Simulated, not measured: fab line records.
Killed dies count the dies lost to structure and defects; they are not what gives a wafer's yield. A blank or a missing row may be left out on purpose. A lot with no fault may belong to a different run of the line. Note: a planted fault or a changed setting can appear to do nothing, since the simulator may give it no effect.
What tool caused it?	flow n5Finfet	Sampling: 11 lots, 30 wafers, 5 of 1938 route steps

WHAT THE GAUGES READ, wafer by wafer
No reading from a measuring or inspecting step in the record can be judged against a usual standard deviation.

EACH LOT AND THE TOOL THAT RAN IT (in order: tool; ch and the chambers of the sampled wafers; start)
lot	N5_BEOL_M14_DESCUM_33	N5_BEOL_M14_ETCH_68	N5_BEOL_M15_COAT_58	N5_BEOL_M15_DESCUM_15	N5_PASSIVATION_PROBE_49
L115	rieDiel-04 ch 0,2,3, day 11 21:12	rieDiel-04 ch 0,2,3, day 11 21:23	lithoTrack-03 ch 0, day 12 01:34	rieDiel-06 ch 1,2,3, day 12 02:04	-
L117	rieDiel-05 ch 2,3, day 12 10:16	rieDiel-05 ch 2,3, day 12 10:27	lithoTrack-02 ch 0, day 12 12:48	rieDiel-03 ch 0,1, day 12 13:15	-
L122	rieDiel-02 ch 0,1, day 14 14:14	rieDiel-02 ch 0,1, day 14 14:25	lithoTrack-03 ch 0, day 14 20:59	rieDiel-03 ch 1,2,3, day 14 21:29	-
L125	rieDiel-02 ch 1,2, day 14 17:58	rieDiel-02 ch 1,2, day 14 18:09	lithoTrack-03 ch 0, day 14 22:16	rieDiel-01 ch 0,2, day 14 22:44	prober-01, day 16 01:27
L127	rieDiel-05 ch 0,2,3, day 14 23:05	rieDiel-05 ch 0,2,3, day 14 23:16	lithoTrack-02 ch 0, day 15 02:16	rieDiel-01 ch 0,3, day 15 02:45	prober-02, day 16 01:41
L130	rieDiel-05 ch 0,3, day 16 04:10	rieDiel-05 ch 0,3, day 16 04:20	lithoTrack-03 ch 0, day 16 07:28	rieDiel-01 ch 1, day 16 07:50	prober-01, day 17 06:22
L128	rieDiel-04 ch 2,3, day 16 04:40	rieDiel-04 ch 2,3, day 16 04:52	lithoTrack-03 ch 0, day 16 09:41	rieDiel-03 ch 1,3, day 16 10:03	-
L131	rieDiel-02 ch 0,2, day 16 04:44	rieDiel-02 ch 0,2, day 16 04:55	lithoTrack-03 ch 0, day 16 10:20	rieDiel-01 ch 0,1, day 16 10:42	prober-01, day 17 11:25
L132	rieDiel-05 ch 0,2,3, day 16 21:50	rieDiel-05 ch 0,2,3, day 16 22:01	lithoTrack-02 ch 0, day 17 04:41	rieDiel-01 ch 0,1, day 17 05:13	prober-02, day 18 01:34
L135	rieDiel-05 ch 0,1,3, day 17 10:01	rieDiel-05 ch 0,1,3, day 17 10:12	lithoTrack-02 ch 0, day 17 13:49	rieDiel-06 ch 1,2,3, day 17 14:18	-
L133	rieDiel-04 ch 0,1,2, day 17 11:02	rieDiel-04 ch 0,1,2, day 17 11:13	lithoTrack-04 ch 0, day 17 14:02	rieDiel-03 ch 0,1,3, day 17 14:31	-
- N5_BEOL_M14_DESCUM_33: chemistry O2, time 7.9 s.
- N5_BEOL_M14_ETCH_68: etches SOC in N2/H2, time 450 s.
- N5_BEOL_M15_COAT_58: time 60 s, resist thk 89 nm.
- N5_BEOL_M15_DESCUM_15: chemistry O2, time 7.9 s.
- N5_PASSIVATION_PROBE_49

AS READ BY THE TOOLS THEMSELVES (means over the sampled wafers that have a number; for cases with no such wafer, the mark the record gives instead)
N5_BEOL_M14_DESCUM_33.
lot	tool	drypumpMotorCurrentA (A)	oesProductAu (a.u.)	rfVppV (V)	showerheadPlenumPTorr (Torr)	throttleValvePct (%)
L115	rieDiel-04	6.2	0.80	243.3	2.10	20.41
L117	rieDiel-05	6.0	0.88	244.2	2.20	20.33
L122	rieDiel-02	5.4	0.76	244.1	2.19	20.34
L125	rieDiel-02	5.8	0.80	243.0	2.13	20.35
L127	rieDiel-05	5.9	0.81	243.2	2.17	20.33
L130	rieDiel-05	5.9	0.78	243.9	2.15	20.32
L128	rieDiel-04	6.0	0.87	242.8	2.03	20.36
L131	rieDiel-02	5.8	0.82	243.6	2.11	20.25
L132	rieDiel-05	5.9	0.79	244.4	2.16	20.36
L135	rieDiel-05	5.8	0.75	242.6	2.06	20.43
L133	rieDiel-04	6.2	0.82	244.2	2.14	20.31

N5_BEOL_M14_ETCH_68.
lot	tool	drypumpMotorCurrentA (A)	oesProductAu (a.u.)	rfVppV (V)	showerheadPlenumPTorr (Torr)	throttleValvePct (%)
L115	rieDiel-04	6.2	0.81	524	2.55	17.76
L117	rieDiel-05	6.0	0.88	527	2.67	17.66
L122	rieDiel-02	5.4	0.76	527	2.66	17.69
L125	rieDiel-02	5.8	0.80	525	2.60	17.73
L127	rieDiel-05	5.9	0.81	527	2.64	17.69
L130	rieDiel-05	5.9	0.78	526	2.61	17.70
L128	rieDiel-04	6.0	0.88	522	2.48	17.72
L131	rieDiel-02	5.8	0.82	525	2.58	17.67
L132	rieDiel-05	5.9	0.79	526	2.63	17.71
L135	rieDiel-05	5.8	0.75	523	2.50	17.82
L133	rieDiel-04	6.2	0.82	526	2.60	17.67

N5_BEOL_M15_COAT_58.
lot	tool	exhaustPa (Pa)	spinSpeedRpm (rpm)
L115	lithoTrack-03	46.2	1500.6
L117	lithoTrack-02	45.2	1501.1
L122	lithoTrack-03	44.9	1499.7
L125	lithoTrack-03	45.5	1500.4
L127	lithoTrack-02	44.0	1500.5
L130	lithoTrack-03	44.7	2007.6
L128	lithoTrack-03	45.4	2008.5
L131	lithoTrack-03	44.5	2008.8
L132	lithoTrack-02	44.8	1499.9
L135	lithoTrack-02	43.4	1501.1
L133	lithoTrack-04	44.3	1500.4

N5_BEOL_M15_DESCUM_15.
lot	tool	drypumpMotorCurrentA (A)	oesProductAu (a.u.)	rfVppV (V)	showerheadPlenumPTorr (Torr)	throttleValvePct (%)
L115	rieDiel-06	5.67	0.78	243.6	2.10	20.27
L117	rieDiel-03	5.46	0.72	241.4	2.01	20.28
L122	rieDiel-03	5.40	0.79	241.6	2.01	20.53
L125	rieDiel-01	5.27	0.85	243.5	2.09	20.53
L127	rieDiel-01	5.27	0.76	242.2	2.07	20.50
L130	rieDiel-01	5.60	0.95	243.2	2.14	20.18
L128	rieDiel-03	5.46	0.80	241.4	1.97	20.35
L131	rieDiel-01	5.32	0.86	242.9	2.12	20.43
L132	rieDiel-01	5.24	0.82	243.0	2.11	20.54
L135	rieDiel-06	5.68	0.82	244.6	2.17	20.19
L133	rieDiel-03	5.51	0.86	242.5	2.00	20.22

N5_PASSIVATION_PROBE_49.
lot	tool	defectLimitedYield (%)	killed_at_M0_to_M3	killed_at_M4_up	killedAtContacts	killedAtFrontEnd	killedAtOther	killedDies	killedOnRim	killedOpen	killedShort	sort_bin_5_function (%)	sort_bin_6_memory (%)	sortNPass	sortYieldPct (%)
L125	prober-01	92.1	26	6	15	44	2	94	10	58	34	4.8	2.8	1086	92.1
L127	prober-02	90.0	38	15	15	45	4	118	17	82	35	5.9	3.8	1062	90.0
L130	prober-01	89.8	46	15	9	42	8	120	20	71	46	6.0	3.6	1060	89.8
L131	prober-01	92.8	33	16	11	22	2	85	12	57	26	4.2	2.6	1095	92.8
L132	prober-02	92.0	29	15	9	38	3	94	14	63	29	4.8	2.9	1086	92.0

THE ANSWER, worked out from the rows above alone
Rule: what is usual is taken from the lots themselves. Put in order of their means at a reading, lots are off if they are a third of the lots or fewer, leave a main group of 4 or more, and stand apart from it by a gap of 3 or more times the standard deviation of the main group's means; of several such gaps the widest counts. Not used: any main group whose means are identical at the precision the tables above print for the reading. Also off: a lot with no number at a reading for which 4 or more lots have one. Any other lot the step has rows for is counted as sound. The gauges are gone through in route order, then the tools' own readings, and for those a lot's mean is taken as printed above. At the first step where some lot is off, the reading lying furthest off is the one used; lots without a number count as furthest.
Off, at N5_BEOL_M15_COAT_58 on spinSpeedRpm: L130, L128, L131. The main group: mean 1500.5 rpm, standard deviation 0.47.
If a tool, at that step or one of the process steps before it, ran each lot that is off and ran no sound lot following the first of them, it fits. One fits: N5_BEOL_M15_COAT_58 on lithoTrack-03. A fault onset in the window from L125 (day 14 22:16, its last sound lot) to L130 (day 16 07:28, its first lot off) fits.
The tool's own readings at N5_BEOL_M15_COAT_58 bear it out: on the lots that are off they differ by more than 5 times the standard deviation of the sound lots' means. spinSpeedRpm reads 2008.3 rpm there against 1500.5 rpm on the sound lots.

WHAT THE SIMULATOR HAD PUT IN
Drift in process parameters on lithoTrack-03 at N5_BEOL_M15_COAT_58, starting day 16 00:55. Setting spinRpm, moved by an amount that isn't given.
Shown lots that were struck: L130, L128, L131. This agrees with what the rule above found.
